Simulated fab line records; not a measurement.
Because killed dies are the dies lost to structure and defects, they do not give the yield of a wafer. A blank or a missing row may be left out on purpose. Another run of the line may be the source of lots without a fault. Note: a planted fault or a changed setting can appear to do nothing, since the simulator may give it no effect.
Split-lot study	flow n5-finfet	21 wafers read from 7 lots, route of 1938 steps

== THE SPLIT ==
At N5_BEOL_M8_EXPOSE_08 (exposes mask M8), the setting dose-mj was moved away from the recipe's 68.25 on 12 of the 21 wafers read, by -6.1% to +5.6%. The other wafers ran this setting at the recipe's value.

== FROM THE SPLIT TO THE READING: what the file shows between them, 15 steps ==
- N5_BEOL_M8_PEB_09: peb time 60 s
- N5_BEOL_M8_DEVELOP_10: develop time 30 s
- N5_BEOL_M8_CD_MEAS_11: target cd 38.5 nm
- N5_BEOL_M8_DESCUM_16: chemistry O2, time 7.9 s (also split here: time-s)
- N5_BEOL_M8_ETCH_61: etches SiARC in CF4, target depth 45.5 nm, time 75.8 s
- N5_BEOL_M8_ETCH_62: etches SOC in N2/H2, target depth 110 nm, overetch 22 nm, time 165 s
- N5_BEOL_M8_STRIP_68: strips in N2/H2
- N5_BEOL_M8_STRIP_67: strips in CF4
- N5_BEOL_M8_HM_OPEN_17: chemistry Cl2/BCl3, target TiN, target depth 20 nm, overetch 6 nm
- N5_BEOL_M8_STRIP_19: strips in O2
- N5_BEOL_M8_CD_MEAS_18: pitch 80 nm, target cd 40 nm
- N5_BEOL_M8_COAT_63: time 60 s, resist thk 60 nm
- N5_BEOL_M8_COAT_64: time 60 s, resist thk 12 nm
- N5_BEOL_M8_PRECLEAN_42: cleans in residue remover, time 60 s
- N5_BEOL_M8_SRD_43: time 30 s

== THE READING ==
Shown in nm: cd-nm at N5_BEOL_M8_CD_MEAS_35, with target cd 40 nm. Typical for fault-free wafers on this fab line: 39.9 nm, with standard deviation 0.61 nm.

wafer	tool, chamber at the split	dose-mj as run	against the recipe	cd-nm, nm	against lot-mates on the recipe
L074.2	arfi-scanner-01, 0	68.25	recipe	40.5	-
L074.5	arfi-scanner-01, 0	68.25	recipe	39.5	-
L074.6	arfi-scanner-01, 0	68.25	recipe	39.5	-
L077.1	arfi-scanner-01, 0	66.35	-2.8%	38.3	-2.1
L077.3	arfi-scanner-01, 0	68.25	recipe	41.1	-
L077.4	arfi-scanner-01, 0	68.25	recipe	39.6	-
L079.3	arfi-scanner-03, 0	72.06	+5.6%	44.1	+3.9
L079.5	arfi-scanner-03, 0	72.06	+5.6%	42.8	+2.6
L079.6	arfi-scanner-03, 0	68.25	recipe	40.2	-
L080.2	arfi-scanner-03, 0	68.25	recipe	39.5	-
L080.3	arfi-scanner-03, 0	70.3	+3.0%	41.5	+2.0
L080.5	arfi-scanner-03, 0	70.3	+3.0%	41.4	+1.9
L090.4	arfi-scanner-02, 0	71.26	+4.4%	41.8	no lot-mate on the recipe
L090.5	arfi-scanner-02, 0	71.26	+4.4%	42.1	no lot-mate on the recipe
L090.6	arfi-scanner-02, 0	71.26	+4.4%	42.0	no lot-mate on the recipe
L093.3	arfi-scanner-01, 0	71.43	+4.7%	42.1	+2.3
L093.5	arfi-scanner-01, 0	68.25	recipe	39.8	-
L093.6	arfi-scanner-01, 0	71.43	+4.7%	42.2	+2.4
L097.1	arfi-scanner-02, 0	68.25	recipe	39.9	-
L097.3	arfi-scanner-02, 0	64.1	-6.1%	36.3	-3.6
L097.4	arfi-scanner-02, 0	64.1	-6.1%	36.4	-3.5

THE FIT
A straight line over all 21 wafers: cd-nm changes by +0.554 nm for each +1% of dose-mj; r = +0.97; the points scatter about the line by 0.49 nm.
The same after taking each lot's own level away (the mean of its wafers on the recipe; 18 wafers): +0.58 nm for each +1%; r = +0.98; scatter 0.44 nm.
Per that fit: largest dose-mj move, reading shift of 3.5 nm.
From 39.50 to 40.35 nm: that is the span of the lots' own levels, equal to 1.4 times the standard deviation above.
The two slopes agree, so the slope changes little with the lot-to-lot level.
Check: with one of the wafers moved furthest among these (-6.1%) left out of the fit, the line predicts -3.56 nm for it against its lot-mates. Against them it came out at -3.6 nm.

== FURTHER SPLITS ON THESE WAFERS ==
Before the reading, these wafers also passed through other splits. Each is held against what the fit with the lots' levels taken away leaves over:
other split on the same wafers	wafers away from the commonest value	r with cd-nm (lot level and that fit taken away)
N5_BEOL_M7_COAT_71 spin-rpm	5	-0.18
N5_BEOL_M8_DESCUM_16 time-s	5	-0.07

== THE WHOLE CHAIN: every reading that the file lists as answering this split, in the file's order ==
step	what it does	reading	change (the file's fit)	r (the file's)
N5_BEOL_M8_CD_MEAS_11	target cd 38.5 nm	cd-nm	+0.478 nm for each +1% of the setting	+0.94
N5_BEOL_M8_ETCH_61	etches SiARC in CF4, target depth 45.5 nm, time 75.8 s	BEOL_M8.cd-offset-nm (the simulator's own value, which no gauge read)	+0.511 nm for each +1% of the setting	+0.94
N5_BEOL_M8_ETCH_62	etches SOC in N2/H2, target depth 110 nm, overetch 22 nm, time 165 s	BEOL_M8.cd-offset-nm (the simulator's own value, which no gauge read)	+0.556 nm for each +1% of the setting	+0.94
N5_BEOL_M8_CD_MEAS_18	pitch 80 nm, target cd 40 nm	cd-nm	+0.568 nm for each +1% of the setting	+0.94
N5_BEOL_M8_CD_MEAS_35	target cd 40 nm	cd-nm	+0.584 nm for each +1% of the setting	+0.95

== FILE'S OWN FIT ==
cd-nm changes by +0.584 nm for each +1% of dose-mj, r = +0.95.
